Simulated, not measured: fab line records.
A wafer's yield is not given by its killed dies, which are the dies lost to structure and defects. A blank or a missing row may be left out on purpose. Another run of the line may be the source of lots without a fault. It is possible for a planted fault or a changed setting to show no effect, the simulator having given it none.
Which tool did it? ; flow nandHarc ; 69 wafers from 23 lots sampled at 6 of the route's 1159 steps

== WHAT THE GAUGES SHOWED, per wafer ==
No reading from a measuring or inspecting step in the record can be judged against a usual standard deviation.

== WHICH TOOL RAN EACH LOT (tool, then ch and the chambers of the sampled wafers, then the start) ==
lot;NHARC_A_STAIRCASE_TRIM_189;NHARC_A_STAIRCASE_ETCH_190;NHARC_A_STAIRCASE_TRIM_200;NHARC_A_STAIRCASE_ETCH_221;NHARC_A_STAIRCASE_ETCH_292;NHARC_A_STAIRCASE_HM_OPEN_460
L074;rieDiel-02 ch 1,2,3, day 11 08:49 or earlier;rieDiel-02 ch 0,1,3, day 11 08:49 or earlier;rieDiel-02 ch 0,1,2, day 11 08:49 or earlier;rieDiel-02 ch 0,1,3, day 11 08:49 or earlier;rieDiel-01 ch 2,3, day 11 08:49;rieDiel-01 ch 0,1,2, no start
L075;rieDiel-01 ch 0,1,2, day 11 10:53 or earlier;rieDiel-01 ch 0,2,3, day 11 10:53 or earlier;rieDiel-01 ch 0,1,3, day 11 10:53 or earlier;rieDiel-01 ch 0,2,3, day 11 10:53 or earlier;rieDiel-02 ch 0,1,2, day 11 10:53;rieDiel-02 ch 0,2,3, no start
L079;rieDiel-02 ch 0,2,3, day 12 06:50 or earlier;rieDiel-02 ch 0,2, day 12 06:50 or earlier;rieDiel-02 ch 0,2,3, day 12 06:50 or earlier;rieDiel-06 ch 0,1,2, day 12 06:50 or earlier;rieDiel-02 ch 0,2,3, day 12 06:50;rieDiel-02 ch 0,2, no start
L077;rieDiel-01 ch 1,3, day 12 06:33 or earlier;rieDiel-01 ch 0,1,2, day 12 06:33 or earlier;rieDiel-01 ch 0,2,3, day 12 06:33 or earlier;rieDiel-06 ch 0,2, day 12 06:33 or earlier;rieDiel-06 ch 0,1,2, day 12 06:33;rieDiel-06 ch 0,2, no start
L076;rieDiel-01 ch 0,2,3, day 12 09:24 or earlier;rieDiel-01 ch 1,2,3, day 12 09:24 or earlier;rieDiel-01 ch 0,2, day 12 09:24 or earlier;rieDiel-01 ch 0,1,3, day 12 09:24 or earlier;rieDiel-06 ch 0,1,2, day 12 09:24;rieDiel-06 ch 0,1,2, no start
L078;rieDiel-02 ch 0,1,2, day 12 19:03 or earlier;rieDiel-02 ch 1,3, day 12 19:03 or earlier;rieDiel-02 ch 0,1, day 12 19:03 or earlier;rieDiel-01 ch 1,2, day 12 19:03 or earlier;rieDiel-06 ch 0,1, day 12 19:03;rieDiel-06 ch 1,2, no start
L081;rieDiel-02 ch 1,2,3, day 13 03:38 or earlier;rieDiel-02 ch 0,1, day 13 03:38 or earlier;rieDiel-02 ch 0,2,3, day 13 03:38 or earlier;rieDiel-02 ch 0,1,2, day 13 03:38 or earlier;rieDiel-01 ch 0,2, day 13 03:38;rieDiel-01 ch 1,3, no start
L080;rieDiel-01 ch 0,1,3, day 13 08:43 or earlier;rieDiel-01 ch 1,2,3, day 13 08:43 or earlier;rieDiel-06 ch 0,1, day 13 08:43 or earlier;rieDiel-02 ch 1,2,3, day 13 08:43 or earlier;rieDiel-06 ch 0,1,3, day 13 08:43;rieDiel-06 ch 0,1,2, no start
L082;rieDiel-02 ch 1,2, day 13 14:47 or earlier;rieDiel-02 ch 0,1,3, day 13 14:47 or earlier;rieDiel-02 ch 1,3, day 13 14:47 or earlier;rieDiel-02 ch 0,1,3, day 13 14:47 or earlier;rieDiel-02 ch 0,2, day 13 14:47;rieDiel-02 ch 0,1,3, no start
L083;rieDiel-02 ch 0,1,3, day 13 23:32 or earlier;rieDiel-02 ch 0,1,2, day 13 23:32 or earlier;rieDiel-01 ch 1,2,3, day 13 23:32 or earlier;rieDiel-06 ch 0,2, day 13 23:32 or earlier;rieDiel-06 ch 1,2, day 13 23:32;rieDiel-06 ch 0,3, no start
L084;rieDiel-02 ch 0,1,2, day 14 01:32 or earlier;rieDiel-02 ch 0,1,2, day 14 01:32 or earlier;rieDiel-02 ch 1,2,3, day 14 01:32 or earlier;rieDiel-01 ch 0,2,3, day 14 01:32 or earlier;rieDiel-02 ch 2,3, day 14 01:32;rieDiel-02 ch 0,1,3, no start
L088;rieDiel-06 ch 1,2,3, day 15 04:53 or earlier;rieDiel-06 ch 0,1,2, day 15 04:53 or earlier;rieDiel-06 ch 1,2,3, day 15 04:53 or earlier;rieDiel-01 ch 0,2,3, day 15 04:53 or earlier;rieDiel-01 ch 1,2,3, day 15 04:53;rieDiel-01 ch 0,2,3, no start
L085;rieDiel-06 ch 0,2,3, day 15 08:39 or earlier;rieDiel-06 ch 0,1,3, day 15 08:39 or earlier;rieDiel-01 ch 0,1,3, day 15 08:39 or earlier;rieDiel-01 ch 0,1,3, day 15 08:39 or earlier;rieDiel-02 ch 2,3, day 15 08:39;rieDiel-02 ch 2,3, no start
L087;rieDiel-06 ch 1,2,3, day 15 10:41 or earlier;rieDiel-06 ch 0,2,3, day 15 10:41 or earlier;rieDiel-06 ch 0,1,2, day 15 10:41 or earlier;rieDiel-01 ch 0,2,3, day 15 10:41 or earlier;rieDiel-02 ch 1,2,3, day 15 10:41;rieDiel-02 ch 1,2,3, no start
L091;rieDiel-02 ch 0,1,2, day 15 21:37 or earlier;rieDiel-02 ch 1,2,3, day 15 21:37 or earlier;rieDiel-06 ch 1,2,3, day 15 21:37 or earlier;rieDiel-01 ch 0,1,3, day 15 21:37 or earlier;rieDiel-02 ch 0,3, day 15 21:37;rieDiel-02 ch 0,1, no start
L090;rieDiel-06 ch 0,1,3, day 15 23:37 or earlier;rieDiel-06 ch 0,2,3, day 15 23:37 or earlier;rieDiel-01 ch 0,1,2, day 15 23:37 or earlier;rieDiel-02 ch 2,3, day 15 23:37 or earlier;rieDiel-06 ch 0,1,2, day 15 23:37;rieDiel-06 ch 1,2, no start
L089;rieDiel-02 ch 1,3, day 16 01:32 or earlier;rieDiel-02 ch 1,2,3, day 16 01:32 or earlier;rieDiel-02 ch 1,2,3, day 16 01:32 or earlier;rieDiel-01 ch 0,1,3, day 16 01:32 or earlier;rieDiel-01 ch 0,1, day 16 01:32;rieDiel-01 ch 1,2, no start
L092;rieDiel-01 ch 0,1,3, day 16 00:03 or earlier;rieDiel-01 ch 0,1,2, day 16 00:03 or earlier;rieDiel-06 ch 0,1,2, day 16 00:03 or earlier;rieDiel-02 ch 1,3, day 16 00:03 or earlier;rieDiel-06 ch 0,2,3, day 16 00:03;rieDiel-06 ch 1,2,3, no start
L093;rieDiel-06 ch 0,2,3, day 16 07:26 or earlier;rieDiel-06 ch 0,1,3, day 16 07:26 or earlier;rieDiel-06 ch 0,1,3, day 16 07:26 or earlier;rieDiel-02 ch 0,1,2, day 16 07:26 or earlier;rieDiel-06 ch 0,1,3, day 16 07:26;rieDiel-06 ch 0,2,3, no start
L094;rieDiel-06 ch 1,2,3, day 16 05:48 or earlier;rieDiel-06 ch 0,3, day 16 05:48 or earlier;rieDiel-06 ch 1,2,3, day 16 05:48 or earlier;rieDiel-01 ch 0,2,3, day 16 05:48 or earlier;rieDiel-06 ch 0,3, day 16 05:48;rieDiel-06 ch 0,1,3, no start
L096;rieDiel-01 ch 0,1,3, day 16 23:23 or earlier;rieDiel-01 ch 1,2,3, day 16 23:23 or earlier;rieDiel-06 ch 0,1,3, day 16 23:23 or earlier;rieDiel-01 ch 0,1,3, day 16 23:23 or earlier;rieDiel-06 ch 1,2,3, day 16 23:23;rieDiel-06 ch 0,2,3, no start
L095;rieDiel-06 ch 2,3, day 16 10:11 or earlier;rieDiel-06 ch 1,2, day 16 10:11 or earlier;rieDiel-01 ch 1,2,3, day 16 10:11;rieDiel-06 ch 0,1,2, day 17 00:53 or earlier;rieDiel-06 ch 0,1,2, day 17 00:53;rieDiel-06 ch 0,1,3, no start
L097;rieDiel-06 ch 0,1,2, day 17 07:42 or earlier;rieDiel-06 ch 0,1,2, day 17 07:42 or earlier;rieDiel-06 ch 0,2,3, day 17 07:42 or earlier;rieDiel-02 ch 0,3, day 17 07:42 or earlier;rieDiel-06 ch 0,1,2, day 17 07:42;rieDiel-06 ch 0,2,3, no start
- NHARC_A_STAIRCASE_TRIM_189: chemistry O2, time 211.2 s.
- NHARC_A_STAIRCASE_ETCH_190: etches the open film in C4F8/O2, target depth 100 nm, time 40.5 s.
- NHARC_A_STAIRCASE_TRIM_200: chemistry O2, time 211.2 s.
- NHARC_A_STAIRCASE_ETCH_221: etches the open film in C4F8/O2, target depth 100 nm, time 40.5 s.
- NHARC_A_STAIRCASE_ETCH_292: etches the open film in CF4/CHF3.
- NHARC_A_STAIRCASE_HM_OPEN_460: chemistry O2/COS.

== AS READ BY THE TOOLS THEMSELVES (means over the sampled wafers that have a number; for cases with no such wafer, the mark the record gives instead) ==
NHARC_A_STAIRCASE_TRIM_189.
lot;tool;drypumpMotorCurrentA (A);oesProductAu (a.u.);rfVppV (V);showerheadPlenumPTorr (Torr);throttleValvePct (%)
L074;rieDiel-02;6.0;0.987;57.5;3.51;17.030
L075;rieDiel-01;5.4;0.998;57.7;3.58;17.028
L079;rieDiel-02;5.9;0.995;57.6;3.38;17.035
L077;rieDiel-01;6.1;1.001;58.3;3.61;17.032
L076;rieDiel-01;5.9;1.001;58.0;3.65;17.040
L078;rieDiel-02;6.0;0.992;58.3;3.50;17.038
L081;rieDiel-02;5.9;0.988;57.2;3.50;17.036
L080;rieDiel-01;5.8;1.006;57.3;3.59;17.040
L082;rieDiel-02;5.8;0.987;57.9;3.54;17.037
L083;rieDiel-02;6.0;0.986;58.9;3.45;17.041
L084;rieDiel-02;5.9;0.987;58.4;3.49;17.038
L088;rieDiel-06;5.8;0.987;57.5;3.48;17.047
L085;rieDiel-06;6.0;0.994;57.9;3.49;17.045
L087;rieDiel-06;5.8;0.999;57.5;3.48;17.032
L091;rieDiel-02;5.9;0.993;58.1;3.49;17.031
L090;rieDiel-06;5.7;0.987;56.7;3.48;17.034
L089;rieDiel-02;6.0;1.003;58.1;3.44;17.046
L092;rieDiel-01;5.8;1.006;57.5;3.58;17.044
L093;rieDiel-06;6.0;0.999;58.5;3.48;17.037
L094;rieDiel-06;5.8;0.994;58.1;3.47;17.042
L096;rieDiel-01;5.8;1.003;58.5;3.57;17.036
L095;rieDiel-06;6.1;1.003;57.5;3.47;17.034
L097;rieDiel-06;5.5;0.987;57.3;3.48;17.037

NHARC_A_STAIRCASE_ETCH_190.
lot;tool;oesProductAu (a.u.);rfVppV (V)
L074;rieDiel-02;0.934;893
L075;rieDiel-01;0.934;901
L079;rieDiel-02;0.951;890
L077;rieDiel-01;0.934;898
L076;rieDiel-01;0.945;898
L078;rieDiel-02;0.932;898
L081;rieDiel-02;0.936;898
L080;rieDiel-01;0.941;898
L082;rieDiel-02;0.927;894
L083;rieDiel-02;0.929;895
L084;rieDiel-02;0.929;894
L088;rieDiel-06;0.935;894
L085;rieDiel-06;0.926;895
L087;rieDiel-06;0.940;894
L091;rieDiel-02;0.932;895
L090;rieDiel-06;0.927;894
L089;rieDiel-02;0.936;895
L092;rieDiel-01;0.946;898
L093;rieDiel-06;0.928;895
L094;rieDiel-06;0.920;894
L096;rieDiel-01;0.952;897
L095;rieDiel-06;0.933;894
L097;rieDiel-06;0.934;894

NHARC_A_STAIRCASE_TRIM_200.
lot;tool;drypumpMotorCurrentA (A);oesProductAu (a.u.);rfVppV (V);showerheadPlenumPTorr (Torr);throttleValvePct (%)
L074;rieDiel-02;5.9;0.984;57.1;3.51;17.043
L075;rieDiel-01;5.8;1.001;57.6;3.60;17.039
L079;rieDiel-02;5.9;1.000;57.1;3.38;17.036
L077;rieDiel-01;5.9;0.994;58.0;3.65;17.036
L076;rieDiel-01;5.4;1.006;57.7;3.63;17.037
L078;rieDiel-02;6.1;0.986;58.3;3.59;17.029
L081;rieDiel-02;5.9;0.989;58.4;3.37;17.033
L080;rieDiel-06;5.3;0.996;58.3;3.50;17.033
L082;rieDiel-02;6.1;0.996;57.6;3.45;17.037
L083;rieDiel-01;5.6;1.008;57.6;3.58;17.043
L084;rieDiel-02;6.0;0.987;57.7;3.49;17.035
L088;rieDiel-06;5.8;0.998;58.3;3.48;17.045
L085;rieDiel-01;5.8;1.006;57.9;3.58;17.030
L087;rieDiel-06;5.5;0.985;57.6;3.49;17.042
L091;rieDiel-06;5.8;0.995;57.6;3.47;17.037
L090;rieDiel-01;5.4;1.010;57.1;3.56;17.036
L089;rieDiel-02;5.9;0.994;57.8;3.49;17.034
L092;rieDiel-06;5.6;0.988;57.2;3.49;17.042
L093;rieDiel-06;5.7;0.993;57.9;3.48;17.024
L094;rieDiel-06;5.8;0.993;57.9;3.47;17.028
L096;rieDiel-06;5.7;0.995;57.5;3.48;17.034
L095;rieDiel-01;5.6;1.016;58.5;3.57;17.042
L097;rieDiel-06;6.0;0.994;57.6;3.47;17.037

NHARC_A_STAIRCASE_ETCH_221.
lot;tool;oesProductAu (a.u.);rfVppV (V)
L074;rieDiel-02;0.926;893
L075;rieDiel-01;0.955;899
L079;rieDiel-06;0.917;895
L077;rieDiel-06;0.917;895
L076;rieDiel-01;0.945;898
L078;rieDiel-01;0.968;895
L081;rieDiel-02;0.920;896
L080;rieDiel-02;0.945;895
L082;rieDiel-02;0.939;893
L083;rieDiel-06;0.918;895
L084;rieDiel-01;0.921;900
L088;rieDiel-01;0.940;901
L085;rieDiel-01;0.946;898
L087;rieDiel-01;0.946;900
L091;rieDiel-01;0.931;897
L090;rieDiel-02;0.916;892
L089;rieDiel-01;0.955;897
L092;rieDiel-02;0.936;892
L093;rieDiel-02;0.952;894
L094;rieDiel-01;0.963;900
L096;rieDiel-01;0.941;897
L095;rieDiel-06;0.905;894
L097;rieDiel-02;0.944;888

NHARC_A_STAIRCASE_ETCH_292.
lot;tool;drypumpMotorCurrentA (A);oesProductAu (a.u.);rfVppV (V);showerheadPlenumPTorr (Torr);throttleValvePct (%)
L074;rieDiel-01;5.7;0.923;372.2;1.63;16.794
L075;rieDiel-02;5.9;0.939;370.0;1.56;16.810
L079;rieDiel-02;5.9;0.963;369.2;1.51;16.801
L077;rieDiel-06;5.5;0.951;369.4;1.56;16.801
L076;rieDiel-06;5.5;0.948;370.1;1.56;16.797
L078;rieDiel-06;5.3;0.923;369.9;1.56;16.804
L081;rieDiel-01;5.6;0.943;371.3;1.62;16.792
L080;rieDiel-06;5.7;0.942;370.8;1.56;16.802
L082;rieDiel-02;5.8;0.960;368.7;1.52;16.797
L083;rieDiel-06;5.6;0.970;370.1;1.56;16.808
L084;rieDiel-02;5.9;0.923;369.4;1.50;16.803
L088;rieDiel-01;5.6;0.970;371.6;1.59;16.807
L085;rieDiel-02;5.9;0.960;368.2;1.50;16.802
L087;rieDiel-02;5.9;0.928;370.4;1.56;16.801
L091;rieDiel-02;5.9;0.943;368.3;1.48;16.804
L090;rieDiel-06;5.5;0.962;371.4;1.55;16.805
L089;rieDiel-01;5.5;0.977;370.5;1.59;16.803
L092;rieDiel-06;6.0;0.933;370.2;1.55;16.803
L093;rieDiel-06;5.7;0.959;369.8;1.55;16.809
L094;rieDiel-06;5.9;0.977;370.2;1.55;16.804
L096;rieDiel-06;5.8;0.950;370.3;1.55;16.805
L095;rieDiel-06;5.5;0.951;369.9;1.55;16.803
L097;rieDiel-06;5.5;0.960;369.5;1.55;16.801

NHARC_A_STAIRCASE_HM_OPEN_460.
lot;tool;drypumpMotorCurrentA (A);oesProductAu (a.u.);rfVppV (V);showerheadPlenumPTorr (Torr);throttleValvePct (%)
L074;rieDiel-01;5.3;1.000;468.7;3.17;28.320
L075;rieDiel-02;5.9;0.991;464.2;2.99;28.327
L079;rieDiel-02;5.8;0.997;465.4;3.02;28.331
L077;rieDiel-06;5.7;0.989;467.4;3.11;28.340
L076;rieDiel-06;5.5;0.991;466.4;3.10;28.338
L078;rieDiel-06;5.6;0.983;467.0;3.09;28.339
L081;rieDiel-01;5.5;1.013;467.4;3.12;28.339
L080;rieDiel-06;5.5;0.992;467.1;3.10;28.332
L082;rieDiel-02;6.0;0.990;465.5;3.05;28.330
L083;rieDiel-06;5.9;0.997;466.6;3.10;28.321
L084;rieDiel-02;6.0;0.991;466.3;3.05;28.335
L088;rieDiel-01;5.9;1.007;470.0;3.22;28.338
L085;rieDiel-02;5.8;0.996;465.0;3.01;28.329
L087;rieDiel-02;6.0;0.996;465.6;3.09;28.320
L091;rieDiel-02;6.1;0.991;467.7;3.16;28.324
L090;rieDiel-06;5.6;0.995;466.5;3.08;28.333
L089;rieDiel-01;5.1;1.027;467.3;3.09;28.328
L092;rieDiel-06;5.8;0.993;465.9;3.07;28.325
L093;rieDiel-06;6.0;0.998;465.9;3.08;28.327
L094;rieDiel-06;5.7;0.993;465.9;3.08;28.328
L096;rieDiel-06;6.0;1.003;466.3;3.07;28.334
L095;rieDiel-06;5.7;1.000;465.3;3.07;28.329
L097;rieDiel-06;6.0;0.995;465.5;3.07;28.336

== THE ANSWER, worked out from the rows above alone ==
Rule: what is usual is taken from the lots themselves. Put in order of their means at a reading, lots are off if they are a third of the lots or fewer, leave a main group of 4 or more, and stand apart from it by a gap of 3 or more times the standard deviation of the main group's means; of several such gaps the widest counts. If all means in a main group match to the digits the tables above print for the reading, that group is not used. Also off: a lot with no number at a reading for which 4 or more lots have one. All remaining lots with rows at the step are treated as sound. The gauges are gone through in route order, then the tools' own readings, and for those a lot's mean is taken as printed above. The first step at which some lot is off is used, and at that step the reading that is off furthest; a lot without a number counts as furthest.
No lot is off on any of the readings shown, so nothing can be concluded from this.

== WHAT HAD BEEN PUT IN BY THE SIMULATOR ==
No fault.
